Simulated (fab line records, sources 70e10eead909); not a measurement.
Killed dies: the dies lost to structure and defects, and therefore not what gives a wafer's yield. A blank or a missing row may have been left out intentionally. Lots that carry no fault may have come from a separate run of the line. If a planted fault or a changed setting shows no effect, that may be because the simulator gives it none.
fab line records	flow nandHarc
record lots=24	wafers=72	lastDay=24
route steps=1159 shown A_CONTACT@923 A_BLC@989
lots that met no fault: taken from a fault-free run of the same line
startH: start of the lot's first displayed wafer, in hours after the record's first day	waitH: hours from the lot's prior step to this one	" as in the row above	L1.1+2: several wafers, shown together as one row	- no value, or no start was given	* or withheld: withheld	< > ~ a bound
route shown NAME@n: a module of which the file shows steps, and the number in the route of the first	usual: the fault-free wafers' mean and standard deviation	same: alike in all rows	chamber/n: place in a boat	sites: each site's reading	_std_site: the standard deviation of these	_edge_site: inner sites' mean taken away from outer sites' mean	radiusMm: how far each site lies from the wafer's centre	mask NAME#n: copy n	behind: the last tool/chamber to shape the wafer	hold: cause of the lot's hold/its duration in hours/its outcome	device: the n, p or np transistor that did not switch	end of line: the tests these same wafers got at the end of their route	where a step has no rows: the recipe by itself	killed: not the wafer's yield, but the dies lost to structure and defects at the first sort	map: the dies of a wafer, with x for killed, . for not killed, _ for no die there
set.NAME: the run value of the setting; set.NAME@STEP: its run value at that earlier step	model.NAME: the simulator's own value behind a step, which no gauge read
one table for each step of the route and one row for each wafer, over a sample of lots
services: from which hour (startH, from the record's first day; less than 0 if before it) a tool's chamber was out of use, for how many hours, and why
## steps
# step NHARC_A_CONTACT_DEP_84
# recipe targetThkA=20000	tempC=400	material=aC
# usual throttleValvePct=34.999/0.009
lot.wafer	tool	chamber	startH	waitH	throttleValvePct
L075.1	aclDep-03	0	387.62	-	34.992
L075.2	"	0	"	"	35.013
L075.3	"	0	"	"	34.990
L076.2	aclDep-01	0	389.28	-	35.011
L076.3	"	0	"	"	35.002
L076.4	"	0	"	"	34.987
L074.1	aclDep-01	0	393.88	-	35.008
L074.3	"	0	"	"	34.999
L074.5	"	0	"	"	35.008
L077.1	aclDep-01	0	397.29	-	34.997
L077.5	"	0	"	"	34.997
L077.6	"	0	"	"	34.983
L078.4	aclDep-02	0	397.75	-	34.998
L078.5	"	0	"	"	34.999
L078.6	"	0	"	"	34.998
L079.1	aclDep-02	0	402.94	-	34.988
L079.2	"	0	"	"	34.991
L079.3	"	0	"	"	34.997
L081.1	aclDep-01	0	427.66	-	35.009
L081.3	"	0	"	"	34.993
L081.4	"	0	"	"	35.000
L080.1	aclDep-02	0	430.84	-	35.002
L080.4	"	0	"	"	34.997
L080.5	"	0	"	"	34.999
L083.3	aclDep-03	0	441.36	-	34.982
L083.4	"	0	"	"	34.997
L083.6	"	0	"	"	34.994
L082.3	aclDep-03	0	443.76	-	35.002
L082.4	"	0	"	"	35.016
L082.6	"	0	"	"	34.984
L084.1	aclDep-03	0	472.94	-	34.991
L084.5	"	0	"	"	35.020
L084.6	"	0	"	"	34.999
L087.3	aclDep-02	0	474.18	-	35.006
L087.4	"	0	"	"	35.004
L087.5	"	0	"	"	35.006
L088.2	aclDep-03	0	478.28	-	34.992
L088.4	"	0	"	"	35.001
L088.6	"	0	"	"	34.990
L086.1	aclDep-03	0	487.01	-	35.004
L086.4	"	0	"	"	35.000
L086.6	"	0	"	"	35.002
L091.1	aclDep-03	0	490.17	-	35.011
L091.5	"	0	"	"	34.996
L091.6	"	0	"	"	34.988
L085.2	aclDep-02	0	492.00	-	35.001
L085.4	"	0	"	"	35.017
L085.6	"	0	"	"	35.007
L089.1	aclDep-01	0	494.64	-	34.993
L089.2	"	0	"	"	35.002
L089.4	"	0	"	"	35.003
L090.1	aclDep-02	0	496.73	-	35.009
L090.2	"	0	"	"	35.005
L090.6	"	0	"	"	35.005
L093.1	aclDep-01	0	501.24	-	35.010
L093.2	"	0	"	"	34.981
L093.3	"	0	"	"	34.995
L092.2	aclDep-02	0	502.24	-	35.002
L092.3	"	0	"	"	34.988
L092.4	"	0	"	"	35.002
L094.1	aclDep-01	0	508.38	-	35.002
L094.2	"	0	"	"	35.000
L094.6	"	0	"	"	34.995
L095.1	aclDep-02	0	513.75	-	35.007
L095.2	"	0	"	"	35.000
L095.3	"	0	"	"	34.998
L097.3	aclDep-03	0	514.64	-	35.001
L097.4	"	0	"	"	35.011
L097.6	"	0	"	"	35.006
L096.2	aclDep-02	0	518.09	-	34.997
L096.5	"	0	"	"	34.985
L096.6	"	0	"	"	35.006
# step NHARC_A_CONTACT_CD_MEAS_08
# recipe targetCdNm=100	landingEnergyEv=500
# usual cdNm=100.0/0.46
lot.wafer	tool	chamber	startH	waitH	cdNm
L075.1	cdSem-02	0	389.60	-	99.5
L075.2	"	0	"	"	99.4
L075.3	"	0	"	"	100.5
L076.2	cdSem-01	0	391.07	-	100.3
L076.3	"	0	"	"	101.0
L076.4	"	0	"	"	99.9
L074.1	cdSem-03	0	395.73	-	100.3
L074.3	"	0	"	"	100.9
L074.5	"	0	"	"	100.6
L078.4	cdSem-03	0	399.00	-	100.2
L078.5	"	0	"	"	100.0
L078.6	"	0	"	"	99.1
L077.1	cdSem-02	0	399.26	-	99.9
L077.5	"	0	"	"	100.1
L077.6	"	0	"	"	99.7
L079.1	cdSem-03	0	404.93	-	100.0
L079.2	"	0	"	"	99.9
L079.3	"	0	"	"	100.1
L081.1	cdSem-03	0	429.53	-	99.2
L081.3	"	0	"	"	98.8
L081.4	"	0	"	"	99.3
L080.1	cdSem-01	0	432.69	-	100.5
L080.4	"	0	"	"	99.7
L080.5	"	0	"	"	100.3
L083.3	cdSem-02	0	442.92	-	100.8
L083.4	"	0	"	"	100.2
L083.6	"	0	"	"	100.0
L082.3	cdSem-02	0	445.39	-	99.5
L082.4	"	0	"	"	99.6
L082.6	"	0	"	"	99.5
L084.1	cdSem-01	0	474.79	-	100.0
L084.5	"	0	"	"	100.2
L084.6	"	0	"	"	100.8
L087.3	cdSem-03	0	475.63	-	100.1
L087.4	"	0	"	"	100.1
L087.5	"	0	"	"	100.0
L088.2	cdSem-02	0	480.15	-	99.5
L088.4	"	0	"	"	99.2
L088.6	"	0	"	"	99.8
L086.1	cdSem-03	0	489.04	-	99.8
L086.4	"	0	"	"	99.8
L086.6	"	0	"	"	99.5
L091.1	cdSem-01	0	492.01	-	100.0
L091.5	"	0	"	"	100.5
L091.6	"	0	"	"	100.0
L085.2	cdSem-03	0	493.79	-	100.3
L085.4	"	0	"	"	99.4
L085.6	"	0	"	"	100.5
L089.1	cdSem-03	0	496.64	-	99.8
L089.2	"	0	"	"	99.9
L089.4	"	0	"	"	100.2
L090.1	cdSem-01	0	498.59	-	100.0
L090.2	"	0	"	"	99.9
L090.6	"	0	"	"	100.0
L093.1	cdSem-01	0	503.11	-	100.5
L093.2	"	0	"	"	100.3
L093.3	"	0	"	"	99.9
L092.2	cdSem-01	0	504.01	-	99.4
L092.3	"	0	"	"	99.5
L092.4	"	0	"	"	100.0
L094.1	cdSem-03	0	510.35	-	100.9
L094.2	"	0	"	"	100.3
L094.6	"	0	"	"	100.4
L095.1	cdSem-01	0	515.73	-	99.4
L095.2	"	0	"	"	99.8
L095.3	"	0	"	"	99.7
L097.3	cdSem-02	0	516.12	-	99.6
L097.4	"	0	"	"	100.0
L097.6	"	0	"	"	99.8
L096.2	cdSem-01	0	519.78	-	100.5
L096.5	"	0	"	"	99.5
L096.6	"	0	"	"	100.1
# step NHARC_A_CONTACT_INSPECT_10
# usual rawDefectCount=29/12
lot.wafer	tool	chamber	startH	waitH	rawDefectCount
L075.1	defectInspect-01	-	389.72	0.0	22
L075.2	"	-	"	"	17
L075.3	"	-	"	"	19
L076.2	defectInspect-02	-	391.19	0.0	20
L076.3	"	-	"	"	24
L076.4	"	-	"	"	12
L074.1	defectInspect-02	-	395.86	0.0	19
L074.3	"	-	"	"	19
L074.5	"	-	"	"	13
L078.4	defectInspect-02	-	399.12	0.0	22
L078.5	"	-	"	"	23
L078.6	"	-	"	"	23
L077.1	defectInspect-02	-	399.39	0.0	35
L077.5	"	-	"	"	34
L077.6	"	-	"	"	37
L079.1	defectInspect-02	-	405.06	0.0	39
L079.2	"	-	"	"	47
L079.3	"	-	"	"	45
L081.1	defectInspect-01	-	429.66	0.0	27
L081.3	"	-	"	"	36
L081.4	"	-	"	"	38
L080.1	defectInspect-01	-	432.81	0.0	31
L080.4	"	-	"	"	22
L080.5	"	-	"	"	25
L083.3	defectInspect-02	-	443.04	0.0	38
L083.4	"	-	"	"	46
L083.6	"	-	"	"	54
L082.3	defectInspect-02	-	445.51	0.0	31
L082.4	"	-	"	"	31
L082.6	"	-	"	"	30
L084.1	defectInspect-02	-	474.92	0.0	3
L084.5	"	-	"	"	14
L084.6	"	-	"	"	10
L087.3	defectInspect-01	-	475.75	0.0	14
L087.4	"	-	"	"	12
L087.5	"	-	"	"	8
L088.2	defectInspect-01	-	480.27	0.0	22
L088.4	"	-	"	"	35
L088.6	"	-	"	"	38
L086.1	defectInspect-01	-	489.17	0.0	51
L086.4	"	-	"	"	43
L086.6	"	-	"	"	48
L091.1	defectInspect-01	-	492.14	0.0	31
L091.5	"	-	"	"	60
L091.6	"	-	"	"	39
L085.2	defectInspect-01	-	493.91	0.0	41
L085.4	"	-	"	"	32
L085.6	"	-	"	"	34
L089.1	defectInspect-02	-	496.77	0.0	21
L089.2	"	-	"	"	16
L089.4	"	-	"	"	19
L090.1	defectInspect-01	-	498.73	0.1	33
L090.2	"	-	"	"	36
L090.6	"	-	"	"	23
L093.1	defectInspect-02	-	503.24	0.0	26
L093.2	"	-	"	"	35
L093.3	"	-	"	"	30
L092.2	defectInspect-01	-	504.13	0.0	35
L092.3	"	-	"	"	35
L092.4	"	-	"	"	29
L094.1	defectInspect-01	-	510.47	0.0	30
L094.2	"	-	"	"	31
L094.6	"	-	"	"	28
L095.1	defectInspect-01	-	515.86	0.0	15
L095.2	"	-	"	"	18
L095.3	"	-	"	"	14
L097.3	defectInspect-01	-	516.24	0.0	25
L097.4	"	-	"	"	38
L097.6	"	-	"	"	26
L096.2	defectInspect-02	-	519.90	0.0	38
L096.5	"	-	"	"	43
L096.6	"	-	"	"	43
# step NHARC_A_CONTACT_ETCH_98
# recipe targetDepthA=200	overEtchFrac=0.5	timeS=10	ionEnergyEv=250	c4f6FlowSccm=25	o2FlowSccm=20	arFlowSccm=500	rfW=600	biasW=500	chemistry=C4F6/O2
# usual biasW=500.0/1.6	c4f6FlowSccm=25.00/0.075	chamberPressureMTorr=29.998/0.026	drypumpMotorCurrentA=5.7/0.57	oesProductAu=0.964/0.025	rfVppV=546/3.5	showerheadPlenumPTorr=3.87/0.17	throttleValvePct=26.902/0.0091
lot.wafer	tool	chamber	startH	waitH	biasW	c4f6FlowSccm	chamberPressureMTorr	drypumpMotorCurrentA	oesProductAu	rfHoursCounterH	rfVppV	showerheadPlenumPTorr	throttleValvePct
L075.2	rieDiel-13	1	-	-	499.8	25.01	29.981	6.4	0.967	38	540	3.65	26.898
L075.1	"	2	"	"	499.1	25.00	29.992	6.3	0.970	38	544	3.82	26.899
L075.3	"	3	"	"	500.0	24.81	30.045	5.4	0.953	38	540	3.64	26.906
L076.2	rieDiel-13	0	-	-	498.9	25.02	29.978	5.4	0.966	38	543	3.77	26.909
L076.4	"	2	"	"	502.2	24.97	30.009	6.3	0.959	39	544	3.82	26.904
L076.3	"	3	"	"	502.4	24.88	29.980	5.3	0.966	38	541	3.64	26.905
L074.1	rieDiel-13	2	-	-	497.6	24.99	29.996	6.3	0.995	43	545	3.81	26.895
L074.3	"	0	"	"	499.0	25.14	30.016	5.4	0.986	44	545	3.77	26.901
L074.5	"	3	"	"	500.2	25.01	30.001	5.4	0.976	-	541	3.64	26.886
L078.4	rieDiel-05	3	-	-	502.1	24.94	30.013	5.0	0.967	9	547	3.88	26.898
L078.6	"	1	"	"	501.6	25.01	30.038	6.1	0.957	-	544	3.77	26.893
L078.5	"	2	"	"	497.0	25.10	29.998	4.7	0.961	-	547	3.91	26.895
L077.1	rieDiel-01	2	-	-	499.0	24.98	29.968	6.3	0.959	34	545	3.83	26.914
L077.5	"	2	"	"	499.1	24.95	30.040	6.3	0.952	-	546	3.83	26.911
L077.6	"	3	"	"	500.1	25.00	30.044	5.7	0.950	-	547	3.92	26.908
L079.3	rieDiel-13	1	-	-	499.8	24.96	29.953	6.5	1.004	46	543	3.64	26.898
L079.2	"	2	"	"	500.5	25.05	30.003	6.3	1.011	45	545	3.81	26.901
L079.1	"	3	"	"	500.4	24.86	29.980	5.3	0.995	46	541	3.64	26.912
L081.4	rieDiel-05	3	-	-	499.5	25.05	29.986	5.0	0.947	12	546	3.88	26.905
L081.3	"	1	"	"	500.1	25.02	29.991	6.1	0.938	13	545	3.77	26.899
L081.1	"	2	"	"	499.7	25.00	30.029	4.7	0.953	13	546	3.90	26.887
L080.1	rieDiel-05	1	-	-	497.1	25.04	30.045	6.1	0.970	13	544	3.77	26.903
L080.4	"	0	"	"	501.1	24.95	30.008	5.8	0.960	12	544	3.83	26.916
L080.5	"	2	"	"	500.6	24.94	29.974	4.8	0.970	-	546	3.90	26.890
L083.3	rieDiel-05	2	-	-	502.9	25.04	30.005	4.8	0.948	15	547	3.90	26.904
L083.4	"	1	"	"	497.2	25.09	30.027	6.1	0.932	15	544	3.77	26.897
L083.6	"	3	"	"	499.5	24.95	30.023	5.0	0.943	-	546	3.88	26.893
L082.3	rieDiel-13	0	-	-	504.3	24.99	30.001	5.4	0.936	59	544	3.76	26.900
L082.4	"	2	"	"	499.5	25.02	29.995	6.3	0.954	57	544	3.81	26.893
L082.6	"	3	"	"	500.5	25.02	30.039	5.4	0.954	-	540	3.63	26.893
L084.1	rieDiel-13	1	-	-	497.3	24.99	29.981	6.5	0.954	8	553	4.22	26.899
L084.6	"	2	"	"	499.7	25.01	29.927	6.3	0.967	-	544	3.80	26.915
L084.5	"	3	"	"	499.2	24.96	29.975	5.4	0.979	-	551	4.22	26.922
L087.3	rieDiel-13	0	-	-	499.8	25.06	30.024	5.4	0.947	7	543	3.76	26.907
L087.4	"	1	"	"	497.6	25.12	30.000	6.5	0.949	8	553	4.22	26.909
L087.5	"	0	"	"	501.8	24.93	29.972	5.4	0.962	-	544	3.75	26.912
L088.2	rieDiel-13	2	-	-	499.7	24.89	30.030	6.3	0.997	8	545	3.80	26.908
L088.4	"	3	"	"	502.9	25.08	30.006	5.4	1.002	7	553	4.22	26.909
L088.6	"	1	"	"	497.0	25.05	29.982	6.4	1.012	-	553	4.22	26.906
L086.1	rieDiel-05	2	-	-	499.1	24.89	30.025	4.8	0.960	23	546	3.90	26.906
L086.4	"	3	"	"	497.3	25.00	30.001	5.0	0.950	23	546	3.87	26.907
L086.6	"	1	"	"	498.5	25.00	29.965	6.1	0.942	-	545	3.76	26.894
L091.1	rieDiel-13	3	-	-	500.6	25.10	30.002	5.3	1.003	10	554	4.22	26.907
L091.5	"	2	"	"	500.8	25.02	29.996	6.3	0.999	-	545	3.80	26.899
L091.6	"	3	"	"	501.1	24.93	29.986	5.4	1.002	-	553	4.22	26.901
L085.4	rieDiel-05	1	-	-	501.8	24.97	29.976	6.1	0.925	26	544	3.76	26.902
L085.2	"	0	"	"	501.9	25.10	29.997	5.9	0.910	22	544	3.82	26.904
L085.6	"	2	"	"	499.3	24.99	29.998	4.8	0.938	-	547	3.90	26.900
L089.1	rieDiel-05	0	-	-	500.2	25.12	30.006	5.8	0.948	24	546	3.82	26.885
L089.2	"	1	"	"	499.8	24.95	29.997	6.1	0.967	27	543	3.76	26.890
L089.4	"	3	"	"	501.0	24.95	29.990	5.0	0.967	26	546	3.87	26.903
L090.2	rieDiel-05	2	501.57	0.1	500.7	25.03	29.969	4.8	0.959	27	546	3.89	26.903
L090.1	"	1	"	"	501.0	24.95	30.015	6.1	0.958	28	545	3.76	26.912
L090.6	"	1	"	"	500.6	24.93	29.971	6.1	0.942	-	545	3.76	26.905
L093.1	rieDiel-01	3	-	-	499.0	25.00	29.991	5.7	0.998	2	547	3.90	26.903
L093.2	"	0	"	"	496.1	24.95	30.007	6.2	1.015	2	549	3.98	26.891
L093.3	"	1	"	"	501.2	24.81	29.966	5.1	1.012	3	549	4.06	26.911
L092.3	rieDiel-05	2	-	-	501.8	25.03	30.015	4.8	0.943	28	546	3.89	26.897
L092.4	"	3	"	"	501.0	24.89	30.008	5.0	0.956	27	545	3.87	26.900
L092.2	"	1	"	"	499.3	25.10	29.993	6.1	0.960	29	543	3.76	26.896
L094.1	rieDiel-13	0	-	-	502.6	25.06	29.965	5.4	0.949	20	543	3.75	26.908
L094.2	"	2	"	"	499.3	25.04	29.962	6.3	0.936	20	544	3.79	26.911
L094.6	"	3	"	"	502.4	24.93	29.980	5.4	0.941	-	553	4.21	26.904
L095.2	rieDiel-13	0	-	-	499.2	25.04	30.004	5.4	0.948	21	545	3.75	26.911
L095.3	"	1	"	"	500.9	24.97	30.015	6.5	0.940	21	552	4.21	26.911
L095.1	"	3	"	"	498.1	24.95	30.010	5.4	0.940	21	552	4.21	26.896
L097.3	rieDiel-01	3	-	-	498.2	25.03	30.026	5.7	1.001	4	546	3.90	26.923
L097.4	"	0	"	"	500.0	25.12	29.951	6.2	1.011	5	547	3.98	26.885
L097.6	"	1	"	"	497.4	24.96	30.045	5.1	1.010	-	551	4.06	26.915
L096.2	rieDiel-13	0	-	-	497.7	25.04	29.920	5.4	0.949	22	543	3.75	26.897
L096.6	"	3	"	"	499.0	25.08	29.979	5.3	0.939	-	553	4.21	26.922
L096.5	"	0	"	"	499.6	25.01	30.022	5.4	0.949	-	543	3.75	26.900
# step NHARC_A_CONTACT_STRIP_26
# recipe o2FlowSccm=500	arFlowSccm=0	biasW=0	chemistry=O2
# usual chamberPressureMTorr=60.00/0.044	drypumpMotorCurrentA=5.6/0.58	oesProductAu=1.000/0.0073	rfVppV=57.7/0.94	showerheadPlenumPTorr=3.48/0.13	throttleValvePct=17.037/0.0083
# same biasW=0
lot.wafer	tool	chamber	startH	waitH	chamberPressureMTorr	drypumpMotorCurrentA	oesProductAu	rfHoursCounterH	rfVppV	showerheadPlenumPTorr	throttleValvePct
L075.3	rieDiel-13	2	-	-	59.96	6.3	1.004	39	58.0	3.43	17.045
L075.2	"	0	"	"	60.00	5.4	0.998	38	57.3	3.39	17.028
L075.1	"	1	"	"	59.99	6.4	1.014	38	58.3	3.27	17.037
L076.2	rieDiel-05	1	-	-	60.06	6.1	0.993	8	56.8	3.39	17.035
L076.3	"	2	"	"	60.12	4.8	0.997	8	56.9	3.51	17.048
L076.4	"	0	"	"	59.96	5.8	0.993	7	57.8	3.44	17.038
L074.1	rieDiel-13	1	-	-	59.94	6.4	1.002	44	57.8	3.27	17.046
L074.3	"	3	"	"	60.00	5.4	1.004	44	57.5	3.27	17.033
L074.5	"	2	"	"	59.91	6.3	1.006	-	58.8	3.43	17.038
L078.4	rieDiel-05	2	-	-	60.02	4.8	0.996	10	56.8	3.51	17.024
L078.5	"	0	"	"	60.02	5.8	0.989	-	57.0	3.44	17.035
L078.6	"	1	"	"	60.02	6.1	1.001	-	57.3	3.39	17.047
L077.1	rieDiel-01	1	-	-	59.92	5.1	0.994	30	58.9	3.68	17.037
L077.5	"	3	"	"	60.05	5.7	0.986	-	57.6	3.53	17.033
L077.6	"	0	"	"	59.97	6.2	0.986	-	58.1	3.60	17.033
L079.2	rieDiel-05	0	-	-	60.09	5.9	1.006	9	56.5	3.44	17.060
L079.1	"	2	"	"	59.97	4.8	0.999	10	56.9	3.51	17.048
L079.3	"	3	"	"	60.09	5.0	1.000	9	58.9	3.49	17.027
L081.4	rieDiel-05	0	-	-	59.96	5.8	0.995	11	58.6	3.44	17.046
L081.1	"	1	"	"	59.95	6.1	0.998	13	57.5	3.39	17.028
L081.3	"	3	"	"	59.93	5.0	0.996	12	58.3	3.49	17.038
L080.1	rieDiel-05	2	-	-	59.93	4.7	1.000	13	58.1	3.51	17.037
L080.4	"	0	"	"	59.96	5.8	0.987	12	56.5	3.44	17.044
L080.5	"	2	"	"	59.97	4.8	0.995	-	57.1	3.51	17.028
L083.4	rieDiel-05	1	-	-	59.96	6.1	0.999	15	56.5	3.39	17.039
L083.3	"	3	"	"	59.94	5.0	0.987	14	57.4	3.49	17.038
L083.6	"	2	"	"	59.94	4.7	1.002	-	56.4	3.51	17.042
L082.3	rieDiel-13	1	-	-	60.01	6.4	1.007	58	57.7	3.26	17.033
L082.4	"	3	"	"	59.97	5.4	1.011	57	57.5	3.26	17.038
L082.6	"	0	"	"	59.96	5.4	1.009	-	56.5	3.38	17.028
L084.1	rieDiel-13	3	-	-	59.99	5.4	1.000	6	57.5	3.80	17.039
L084.5	"	1	"	"	59.98	6.5	0.995	-	59.7	3.80	17.042
L084.6	"	2	"	"	59.96	6.3	1.004	-	57.9	3.41	17.045
L087.3	rieDiel-05	3	-	-	60.08	5.0	1.005	20	57.0	3.48	17.028
L087.4	"	1	"	"	59.93	6.1	1.001	21	56.6	3.38	17.017
L087.5	"	3	"	"	59.94	5.0	0.995	-	57.3	3.48	17.046
L088.4	rieDiel-05	3	-	-	60.08	5.0	0.989	21	56.7	3.48	17.033
L088.2	"	1	"	"	59.99	6.1	0.997	22	59.2	3.38	17.030
L088.6	"	2	"	"	59.96	4.8	0.995	-	56.8	3.50	17.040
L086.1	rieDiel-05	0	-	-	59.99	5.9	1.002	20	57.1	3.43	17.037
L086.4	"	1	"	"	60.04	6.1	1.003	23	58.0	3.38	17.048
L086.6	"	3	"	"	60.02	5.0	1.009	-	58.8	3.48	17.035
L091.1	rieDiel-05	1	-	-	59.93	6.1	0.993	25	58.1	3.38	17.058
L091.5	"	1	"	"	60.03	6.1	1.005	-	55.9	3.38	17.032
L091.6	"	2	"	"	60.02	4.8	1.004	-	60.0	3.50	17.041
L085.2	rieDiel-05	0	-	-	60.03	5.8	1.000	23	57.1	3.43	17.032
L085.4	"	1	"	"	60.02	6.1	1.007	27	57.6	3.38	17.050
L085.6	"	2	"	"	59.99	4.8	1.004	-	57.5	3.50	17.040
L089.2	rieDiel-05	0	-	-	59.95	5.8	1.001	24	57.8	3.43	17.015
L089.1	"	1	"	"	60.05	6.1	1.006	28	57.7	3.38	17.059
L089.4	"	2	"	"	59.94	4.7	1.000	27	58.1	3.50	17.036
L090.2	rieDiel-13	0	-	-	60.05	5.4	0.994	16	57.0	3.37	17.040
L090.1	"	1	"	"	60.04	6.4	1.004	17	58.6	3.80	17.028
L090.6	"	2	"	"	60.00	6.3	1.006	-	58.1	3.41	17.037
L093.2	rieDiel-01	2	-	-	59.98	6.3	1.000	3	57.0	3.43	17.048
L093.3	"	0	"	"	60.01	6.2	1.007	2	58.3	3.58	17.034
L093.1	"	1	"	"	59.96	5.1	1.000	3	58.6	3.66	17.036
L092.3	rieDiel-05	2	-	-	60.04	4.8	0.996	28	57.8	3.50	17.050
L092.2	"	0	"	"	59.98	5.8	0.987	26	58.7	3.43	17.032
L092.4	"	1	"	"	60.02	6.1	0.996	29	58.8	3.38	17.032
L094.2	rieDiel-13	0	-	-	60.04	5.4	0.996	20	54.9	3.37	17.040
L094.1	"	2	"	"	60.03	6.3	1.006	20	56.3	3.41	17.042
L094.6	"	0	"	"	59.94	5.4	1.002	-	58.3	3.37	17.035
L095.3	rieDiel-13	0	-	-	60.04	5.4	1.011	21	57.7	3.37	17.037
L095.2	"	1	"	"	60.04	6.5	1.006	21	58.5	3.80	17.037
L095.1	"	3	"	"	60.01	5.4	1.016	21	58.4	3.80	17.029
L097.3	rieDiel-01	1	-	-	59.94	5.1	0.997	7	58.5	3.66	17.033
L097.4	"	3	"	"	60.02	5.7	0.998	5	59.1	3.51	17.041
L097.6	"	2	"	"	60.07	6.3	1.002	-	58.7	3.42	17.047
L096.2	rieDiel-13	2	-	-	60.10	6.3	1.007	22	58.8	3.41	17.038
L096.6	"	2	"	"	60.09	6.3	1.011	-	59.1	3.41	17.040
L096.5	"	3	"	"	60.01	5.3	1.009	-	58.3	3.80	17.028
# step NHARC_A_BLC_CVD_24
# recipe targetThkA=1500	tempC=300	pressureTorr=40	wf6FlowSccm=40	h2FlowSccm=1600	arFlowSccm=1560	timeS=434	material=W
# usual heaterPowerW=501/51	mfcH2Sccm=1600/5.6	throttleValvePct=8.07/0.2
lot.wafer	tool	chamber	startH	waitH	heaterPowerW	mfcH2Sccm	throttleValvePct
L075.1	cvdW-02	0	-	-	566	1598	8.27
L075.2	"	1	"	"	421	1587	7.95
L075.3	"	1	"	"	416	1598	7.91
L076.2	cvdW-02	0	-	-	577	1596	8.17
L076.3	"	1	"	"	426	1589	7.90
L076.4	"	0	"	"	576	1601	8.33
L074.1	cvdW-01	1	-	-	519	1598	8.17
L074.3	"	0	"	"	479	1597	8.25
L074.5	"	1	"	"	515	1595	8.18
L078.4	cvdW-02	0	-	-	575	1606	8.13
L078.6	"	1	"	"	431	1594	7.92
L078.5	"	0	"	"	583	1606	7.99
L077.1	cvdW-01	1	-	-	521	1598	8.43
L077.5	"	1	"	"	520	1605	7.84
L077.6	"	0	"	"	469	1598	8.18
L079.2	cvdW-02	0	-	-	594	1586	8.05
L079.1	"	1	"	"	421	1597	7.90
L079.3	"	0	"	"	585	1593	8.35
L081.1	cvdW-01	0	-	-	469	1594	8.27
L081.3	"	0	"	"	477	1587	7.98
L081.4	"	1	"	"	512	1606	8.27
L080.1	cvdW-01	0	-	-	472	1609	8.47
L080.4	"	1	"	"	531	1601	8.18
L080.5	"	1	"	"	515	1598	8.18
L083.3	cvdW-01	1	-	-	515	1600	8.05
L083.4	"	0	"	"	469	1603	8.36
L083.6	"	1	"	"	525	1600	8.05
L082.3	cvdW-01	0	-	-	475	1601	8.31
L082.4	"	1	"	"	514	1593	8.13
L082.6	"	0	"	"	482	1611	8.11
L084.1	cvdW-02	1	-	-	429	1600	7.74
L084.5	"	0	"	"	581	1600	8.12
L084.6	"	1	"	"	436	1609	8.16
L087.3	cvdW-02	0	-	-	586	1602	8.30
L087.4	"	1	"	"	427	1602	8.04
L087.5	"	0	"	"	567	1598	8.38
L088.2	cvdW-02	0	-	-	566	1601	8.19
L088.4	"	0	"	"	577	1609	8.03
L088.6	"	1	"	"	431	1602	7.91
L086.1	cvdW-01	0	-	-	503	1599	7.85
L086.4	"	0	"	"	504	1604	7.94
L086.6	"	0	"	"	484	1604	8.15
L091.1	cvdW-02	0	-	-	575	1598	8.07
L091.5	"	0	"	"	574	1599	8.16
L091.6	"	1	"	"	424	1602	7.69
L085.2	cvdW-01	1	-	-	506	1601	7.86
L085.4	"	1	"	"	522	1607	8.25
L085.6	"	1	"	"	517	1600	8.10
L089.1	cvdW-01	0	-	-	496	1602	7.83
L089.2	"	1	"	"	523	1598	8.17
L089.4	"	1	"	"	530	1599	8.14
L090.1	cvdW-01	1	-	-	500	1597	7.98
L090.2	"	1	"	"	516	1599	7.90
L090.6	"	1	"	"	532	1602	8.13
L093.1	cvdW-01	1	-	-	511	1602	8.09
L093.2	"	1	"	"	523	1602	8.35
L093.3	"	1	"	"	507	1595	7.93
L092.2	cvdW-02	0	-	-	557	1599	8.21
L092.3	"	1	"	"	410	1595	7.95
L092.4	"	0	"	"	575	1582	8.07
L094.1	cvdW-02	0	-	-	571	1601	8.02
L094.2	"	1	"	"	430	1608	7.92
L094.6	"	1	"	"	428	1616	7.90
L097.3	cvdW-01	0	-	-	482	1610	8.09
L097.4	"	1	"	"	520	1594	8.18
L097.6	"	0	"	"	496	1597	8.00
L095.1	cvdW-01	1	-	-	509	1593	8.39
L095.2	"	0	"	"	501	1606	7.97
L095.3	"	0	"	"	510	1595	7.86
L096.2	cvdW-01	0	-	-	492	1593	8.15
L096.5	"	1	"	"	519	1601	8.18
L096.6	"	0	"	"	495	1604	7.81
## services
tool	chamber	startH	hours	kind
rieDiel-05	0	366.96	4.6	repair
rieDiel-05	0	374.12	-	clean
rieDiel-05	1	374.12	-	clean
rieDiel-05	2	374.12	-	clean
rieDiel-05	3	374.12	-	clean
cvdW-02	-	379.97	13.0	pm
cvdW-01	-	384.37	38.0	repair
rieDiel-05	0	398.83	-	clean
rieDiel-05	1	398.83	-	clean
rieDiel-05	2	398.83	-	clean
rieDiel-05	3	398.83	-	clean
aclDep-03	-	408.43	13.0	pm
rieDiel-05	0	423.36	-	clean
rieDiel-05	1	423.36	-	clean
rieDiel-05	2	423.36	-	clean
rieDiel-05	3	423.36	-	clean
rieDiel-13	-	453.21	9.0	pm
rieDiel-05	-	458.16	1.0	repair
aclDep-01	-	475.66	13.0	pm
cvdW-01	-	477.30	13.0	pm
rieDiel-01	-	491.90	9.0	pm
rieDiel-05	3	501.35	4.8	repair
cvdW-01	0	511.56	2.5	repair
rieDiel-05	-	517.62	9.0	pm
## key
fault none
